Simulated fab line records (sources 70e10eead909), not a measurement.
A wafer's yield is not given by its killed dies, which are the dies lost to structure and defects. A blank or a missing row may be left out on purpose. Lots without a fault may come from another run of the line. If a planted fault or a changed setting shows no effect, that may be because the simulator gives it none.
Chamber matching	flow nand harc	NHARC_A_CONTACT_ETCH_106 on rie diel-06: 4 sister chambers
The step etches the open film in CF4/O2, target depth 90 nm, overetch 9 nm, time 49.5 s. 30 wafers are shown with their chamber, then 12 later ones without.

## WAFERS, EACH WITH ITS CHAMBER
wafer	chamber	drypump motor current A (A)	showerhead plenum p Torr (Torr)	oes product au (a.u.)
L075.1	3	5.4	1.34	1.021
L075.2	2	6.3	1.37	1.018
L075.3	0	6.4	1.40	1.010
L076.2	3	5.4	1.34	1.025
L076.5	1	5.1	1.31	1.000
L076.6	0	6.4	1.39	1.014
L077.2	1	5.1	1.30	0.982
L077.3	0	6.4	1.39	0.997
L077.5	3	5.4	1.34	1.012
L078.3	1	5.1	1.30	0.970
L078.4	0	6.4	1.39	1.011
L078.6	0	6.4	1.39	1.009
L082.1	1	5.1	1.30	0.995
L082.2	3	5.3	1.34	1.002
L082.6	0	6.4	1.39	1.010
L081.1	3	5.3	1.34	1.001
L081.2	0	6.4	1.39	1.010
L081.5	1	5.1	1.30	0.998
L083.1	2	6.3	1.37	1.019
L083.3	3	5.3	1.34	1.020
L083.5	2	6.3	1.37	1.026
L084.4	3	5.3	1.34	1.019
L084.5	2	6.3	1.37	1.013
L084.6	3	5.3	1.34	1.015
L089.1	3	5.3	1.33	1.015
L089.3	0	6.4	1.39	1.009
L089.5	3	5.3	1.33	1.025
L088.3	2	6.3	1.36	1.014
L088.4	1	5.0	1.30	1.000
L088.5	0	6.4	1.39	1.015

SIGNATURES, as means of the wafers listed above
reading	chamber 0	chamber 1	chamber 2	chamber 3	scatter within a chamber
drypump motor current A	6.400	5.083	6.300	5.330	0.0336
showerhead plenum p Torr	1.3911	1.3017	1.3680	1.3380	0.00398
oes product au	1.00944	0.99083	1.01800	1.01550	0.00812
Rule: a wafer lies at a distance from a chamber equal to the root of the sum of squares, over the readings, of (its reading less the chamber's mean, divided by the reading's scatter). The wafer belongs to the nearest chamber; if the next one is less than 2 further off, it can't be placed. How the scatter is found: for the shown wafers, subtract from each reading the mean of its chamber, square and add these, divide the total by (wafers less chambers), then take the root.

## WAFERS MISSING THEIR CHAMBER
wafer	drypump motor current A (A)	showerhead plenum p Torr (Torr)	oes product au (a.u.)
L091.2	6.4	1.39	0.985
L091.4	5.3	1.33	1.002
L091.5	5.3	1.33	0.998
L093.1	6.4	1.39	1.004
L093.4	5.1	1.30	0.986
L093.5	5.3	1.33	1.003
L094.1	5.1	1.30	1.000
L094.2	6.4	1.39	1.004
L094.4	6.3	1.36	1.006
L096.1	5.0	1.30	0.991
L096.5	5.3	1.33	1.001
L096.6	6.3	1.36	1.001

## WHICH CHAMBER EACH WENT THROUGH
wafer	from the rows above	in truth
L091.2	0	0
L091.4	3	3
L091.5	3	3
L093.1	0	0
L093.4	1	1
L093.5	3	3
L094.1	1	1
L094.2	0	0
L094.4	2	2
L096.1	1	1
L096.5	3	3
L096.6	2	2
Correct placement for 12 of the 12. Not placeable from these rows: 0. Placed wrongly: 0.
